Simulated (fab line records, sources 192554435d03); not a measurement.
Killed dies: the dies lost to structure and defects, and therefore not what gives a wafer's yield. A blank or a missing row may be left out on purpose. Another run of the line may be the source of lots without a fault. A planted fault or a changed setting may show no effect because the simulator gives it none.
Problem report in the 8D (eight disciplines) form, filled by code / flow n5_finfet / the parts of the form that need people (team, actions taken, sign-off) are left out

== 1. THE PROBLEM ==
Mean of etch_rf_on_time_s at N5_HKMG_FIN_ETCH_31: 97.3 s across 3 wafers in 3 lots; on wafers with no fault it is 76.5 s (standard deviation 1.6). That puts it +13 standard deviations away from the usual mean.
The step: etches SiARC in CF4, target depth 45.5 nm, time 75.8 s.
Earliest sighting: wafer L977.2 on rie_diel-05 at day 7 11:41. At this step, 25 wafers from 9 lots have a number in the record. Rule for "out", or "out of limits": more than 4 standard deviations from the usual mean. All remaining wafers that have a number are taken as sound.

== 2. WHAT IT IS; WHAT IT IS NOT ==
question=which readings at this step | is=etch_rf_on_time_s | is not=mfc_ar_sccm, oes_product_au, showerhead_plenum_p_Torr, throttle_valve_pct
question=which lots | is=L977, L980, L981 | is not=L966, L970, L974, L983, L986, L987
question=which wafers of those lots | is=L977.2, L980.2, L981.3 | is not=L977.6, L980.6, L981.1, L981.6
question=read on which tools | is=rie_diel-05 | is not=rie_diel-03, rie_diel-04
question=when | is=from day 7 11:41 | is not=up to then (10 sound wafers); but 12 sound wafers of L980, L981, L983, L986, L987 came after

== 3. WHAT RULES OUT EACH SUSPECT ==
Counting: any tool at a process step up to the reading remains a suspect provided it ran every lot that is out. Sound lots after the first of them don't rule it out here, since some wafers of a struck lot are sound.
- rie_diel-05 at N5_HKMG_FIN_ETCH_31 (etches SiARC in CF4, target depth 45.5 nm, time 75.8 s): kept. It ran every lot that is out, first L977 (day 7 11:41); its last sound lot up to then is L974 (day 6 14:09). Its own etch_rf_on_time_s readings are out on those wafers.
Left after counting: rie_diel-05 at N5_HKMG_FIN_ETCH_31.

== 4. THE CAUSE (what the simulator had put in) ==
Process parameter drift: rie_diel-05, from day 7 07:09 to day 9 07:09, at N5_HKMG_FIN_ETCH_31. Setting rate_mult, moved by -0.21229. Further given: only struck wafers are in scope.
After counting, this tool was the only one left.

== 5. THE EFFECT CHAIN, in route order ==
One row per reading whose mean, taken over the struck wafers that have a number, lies over 3 standard deviations from the usual. Scope: only readings with a usual standard deviation given in the record; hours: median across lots of the time from each lot's start at the first step in this table that gives one to its start at this step; sigmas: change in usual standard deviations.
hours=0; step=N5_HKMG_FIN_ETCH_31; reading=etch_rf_on_time_s; usual=76.5 s; on struck wafers=97.3; change=+20.8; sigmas=+13
Its process steps:
- N5_HKMG_FIN_ETCH_31: etches SiARC in CF4, target depth 45.5 nm, time 75.8 s.
Later measuring or inspecting steps at which every struck wafer that the step has a row for has a number for every such reading, and none has moved that far: N5_BEOL_M4_RC_MEAS_101.

== 6. HOW IT WOULD HAVE BEEN CAUGHT EARLIER ==
In this record the first reading out of limits was taken at day 7 11:41, 5 hours after the fault began at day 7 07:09.
